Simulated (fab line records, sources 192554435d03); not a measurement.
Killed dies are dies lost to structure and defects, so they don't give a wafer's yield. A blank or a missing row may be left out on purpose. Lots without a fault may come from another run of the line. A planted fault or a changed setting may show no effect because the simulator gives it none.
One fault seen from 3 desks | flow n5_finfet | each desk has only its own numbers; what lay behind them comes last

THE TOOL OWNER'S DESK: remote_plasma-01
The tool's own readings at N5_SD_EPI_N_PRECLEAN_49 (cleans in NF3:NH3, afs cycles 1, time 20 s, sublimation time 60 s): means of the sampled wafers that have a number, for each lot that ran on this tool. A lot is out of limits, marked OUT, if its mean lies more than 4 standard deviations from the usual mean; the brackets give that distance.
Columns: A = sublimation_temp_c at N5_SD_EPI_N_PRECLEAN_49, usual 180.00 C; B = temp_c at N5_SD_EPI_N_PRECLEAN_49, usual 29.99 C
lot  | first seen here | A      | B
L308 | day 3 03:13     | 180.01 | 29.81
L311 | day 4 00:28     | 179.86 | 29.89
L316 | day 5 04:23     | 179.69 | 29.48 (-4.6) OUT
L317 | day 5 10:51     | 180.08 | 29.41 (-5.2) OUT
L318 | day 5 17:45     | 179.99 | 29.49 (-4.5) OUT
L329 | day 8 12:54     | 180.17 | 30.08
L331 | day 9 01:22     | 180.01 | 29.94
This desk's finding: out of limits on L316, L317, L318; first on L316, day 5 04:23 (temp_c at N5_SD_EPI_N_PRECLEAN_49). In limits: L308, L311, L329, L331.

THE METROLOGY DESK
What the gauges read, lot by lot, whatever tool the lot ran on: means of the sampled wafers that have a number. A lot is out of limits, marked OUT, if its mean lies more than 4 standard deviations from the usual mean; the brackets give that distance. Of its 10 readings 7 are shown: those that lie furthest out on some lot.
Columns: A = DIBL_N at N5_BEOL_M4_RC_MEAS_101, usual 36.4 mV/V; B = DIBL_P at N5_BEOL_M4_RC_MEAS_101, usual 36.4 mV/V; C = IOFF_N at N5_BEOL_M4_RC_MEAS_101, usual 0.16 nA/um; D = IOFF_P at N5_BEOL_M4_RC_MEAS_101, usual 0.21 nA/um; E = ION_N at N5_BEOL_M4_RC_MEAS_101, usual 680 uA/um; F = SS_N at N5_BEOL_M4_RC_MEAS_101, usual 71.5 mV/dec; G = VT_N at N5_BEOL_M4_RC_MEAS_101, usual 249 mV
lot  | first seen here | A    | B    | C    | D    | E   | F    | G
L309 | day 8 08:55     | 35.2 | 35.4 | 0.15 | 0.20 | 675 | 71.6 | 250
L308 | day 8 12:06     | 37.4 | 35.5 | 0.15 | 0.18 | 682 | 71.4 | 251
L311 | day 8 23:29     | 35.5 | 36.5 | 0.18 | 0.21 | 693 | 71.5 | 247
L316 | day 9 23:12     | 34.2 | 34.4 | 0.13 | 0.18 | 689 | 70.7 | 251
L317 | day 10 02:23    | 39.1 | 40.8 | 0.21 | 0.27 | 697 | 71.8 | 246
L318 | day 10 04:45    | 36.4 | 34.8 | 0.15 | 0.21 | 678 | 71.8 | 247
L325 | day 12 09:25    | 36.0 | 37.0 | 0.15 | 0.21 | 668 | 71.5 | 253
L326 | day 12 14:55    | 35.7 | 35.3 | 0.14 | 0.17 | 671 | 71.3 | 253
L329 | day 13 05:23    | 39.6 | 40.3 | 0.25 | 0.28 | 702 | 72.4 | 242
L331 | day 13 21:46    | 36.4 | 36.4 | 0.16 | 0.23 | 678 | 71.7 | 249
This desk's finding: nothing out of limits on any of the 10 lots.

THE DEFECT DESK
What the inspections along the route counted, lot by lot: means of the sampled wafers that have a number. A lot is out of limits, marked OUT, if its mean lies more than 4 standard deviations from the usual mean; the brackets give that distance.
Columns: A = raw_defect_count at N5_SPACER0_INSPECT_04, usual 150
lot  | first seen here | A
L308 | day 2 23:02     | 174
L309 | day 3 06:53     | 114
L311 | day 3 20:14     | 157
L316 | day 5 00:20     | 240
L317 | day 5 06:50     | 150
L318 | day 5 13:46     | 171
L325 | day 7 06:06     | 112
L326 | day 7 11:38     | 117
L329 | day 8 08:47     | 130
L331 | day 8 21:12     | 150
This desk's finding: nothing out of limits on any of the 10 lots.

PUT TOGETHER
The tool owner's desk could have raised an alarm at day 5 04:23, on L316, L317, L318.
The metrology desk saw nothing out of limits.
The defect desk saw nothing out of limits.
The metrology desk has L316, L317, L318 on record, within its limits.
The defect desk has L316, L317, L318 on record, within its limits.
Of the lots named, all ran N5_SD_EPI_N_PRECLEAN_49 on remote_plasma-01.

WHAT THE SIMULATOR HAD PUT IN
Process parameter drift: remote_plasma-01, from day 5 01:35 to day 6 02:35, at N5_SD_EPI_N_PRECLEAN_49. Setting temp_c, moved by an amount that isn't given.
Lots struck among those shown: L316, L317, L318.
Hours from the fault's start to each desk's first reading out of limits: the tool owner's desk, 3.
